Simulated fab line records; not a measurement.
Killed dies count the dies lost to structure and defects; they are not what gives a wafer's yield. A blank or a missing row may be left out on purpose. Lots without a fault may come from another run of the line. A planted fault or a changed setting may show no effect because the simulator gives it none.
Split-lot trial -- flow n5Finfet -- route with 1938 steps; 7 lots, 21 wafers read

## ON THE SPLIT
At N5_BEOL_M11_COAT_05 (resist thk 90 nm), the setting spinRpm was moved away from the recipe's 1500 rpm on 5 of the 21 wafers read, by -4.8% to +10.6%. The other wafers ran this setting at the recipe's value.

## FROM THE SPLIT TO THE READING: what the file shows between them, 5 steps
- N5_BEOL_M11_EBR_07
- N5_BEOL_M11_SOFTBAKE_06: time 60 s
- N5_BEOL_M11_EXPOSE_08: exposes mask M11
- N5_BEOL_M11_PEB_09: peb time 60 s
- N5_BEOL_M11_DEVELOP_10: develop time 30 s

## THE READING
CAR-ArF_of_BEOL_M11_COAT_05.thkNm (the simulator's own value, which no gauge read), in nm, at N5_BEOL_M11_DESCUM_16 (chemistry O2, time 7.9 s). The file does not state a usual value for it. Across the 16 wafers here that went through the recipe, the average is 83.6 nm and the standard deviation 0.33 nm.

wafer,"tool, chamber at the split","spinRpm as run, rpm",against the recipe,"CAR-ArF_of_BEOL_M11_COAT_05.thkNm, nm",against lot-mates on the recipe
L078.1,"lithoTrack-03, 0",1500,recipe,83.6,-
L078.4,"lithoTrack-03, 0",1500,recipe,83.2,-
L078.5,"lithoTrack-03, 0",1500,recipe,83.2,-
L081.4,"lithoTrack-05, 0",1500,recipe,83.6,-
L081.5,"lithoTrack-05, 0",1500,recipe,83.6,-
L081.6,"lithoTrack-05, 0",1500,recipe,83.4,-
L082.1,"lithoTrack-05, 0",1500,recipe,84,-
L082.2,"lithoTrack-05, 0",1500,recipe,84,-
L082.6,"lithoTrack-05, 0",1500,recipe,84,-
L085.2,"lithoTrack-02, 0",1428,-4.8%,85.8,+2.4
L085.5,"lithoTrack-02, 0",1500,recipe,83.4,-
L085.6,"lithoTrack-02, 0",1428,-4.8%,85.6,+2.2
L090.1,"lithoTrack-03, 0",1659,+10.6%,78.8,-4.2
L090.3,"lithoTrack-03, 0",1500,recipe,83,-
L090.5,"lithoTrack-03, 0",1500,recipe,83,-
L091.3,"lithoTrack-03, 0",1500,recipe,83.8,-
L091.6,"lithoTrack-03, 0",1500,recipe,83.8,-
L091.4,"lithoTrack-03, 0",1500,recipe,83.6,-
L094.1,"lithoTrack-03, 0",1598,+6.5%,80.8,-3.0
L094.2,"lithoTrack-03, 0",1500,recipe,83.8,-
L094.4,"lithoTrack-03, 0",1598,+6.5%,81,-2.8

THE FIT
A straight line over all 21 wafers: CAR-ArF_of_BEOL_M11_COAT_05.thkNm changes by -0.435 nm for each +1% of spinRpm; r = -0.98; the points scatter about the line by 0.31 nm.
The same after taking each lot's own level away (the mean of its wafers on the recipe; 21 wafers): -0.43 nm for each +1%; r = -1.00; scatter 0.15 nm.
According to that fit, moving spinRpm by its largest amount changes the reading by 4.6 nm.
The span of the lots' own levels, 83.00 to 84.00 nm, comes to 3.1 times the standard deviation stated above.
Consequently the slope shifts little with the lot-to-lot level, the two slopes agreeing.
Check: for one of the wafers moved furthest among these (+10.6%), held out of the fit, the line's prediction against its lot-mates is -4.82 nm. It came out at -4.2 nm against them.

## THE WHOLE CHAIN: every reading that the file lists as answering this split, in the file's order
step,what it does,reading,change (the file's fit),r (the file's)
N5_BEOL_M11_COAT_05,resist thk 90 nm,"CAR-ArF_of_BEOL_M11_COAT_05.thkNm (the simulator's own value, which no gauge read)",-0.413 nm for each +1% of the setting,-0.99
N5_BEOL_M11_DEVELOP_10,develop time 30 s,"CAR-ArF_of_BEOL_M11_COAT_05.thkNm (the simulator's own value, which no gauge read)",-0.401 nm for each +1% of the setting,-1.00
N5_BEOL_M11_DESCUM_16,"chemistry O2, time 7.9 s","CAR-ArF_of_BEOL_M11_COAT_05.thkNm (the simulator's own value, which no gauge read)",-0.418 nm for each +1% of the setting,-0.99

## THE FILE'S OWN FIT
CAR-ArF_of_BEOL_M11_COAT_05.thkNm changes by -0.418 nm for each +1% of spinRpm, r = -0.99.
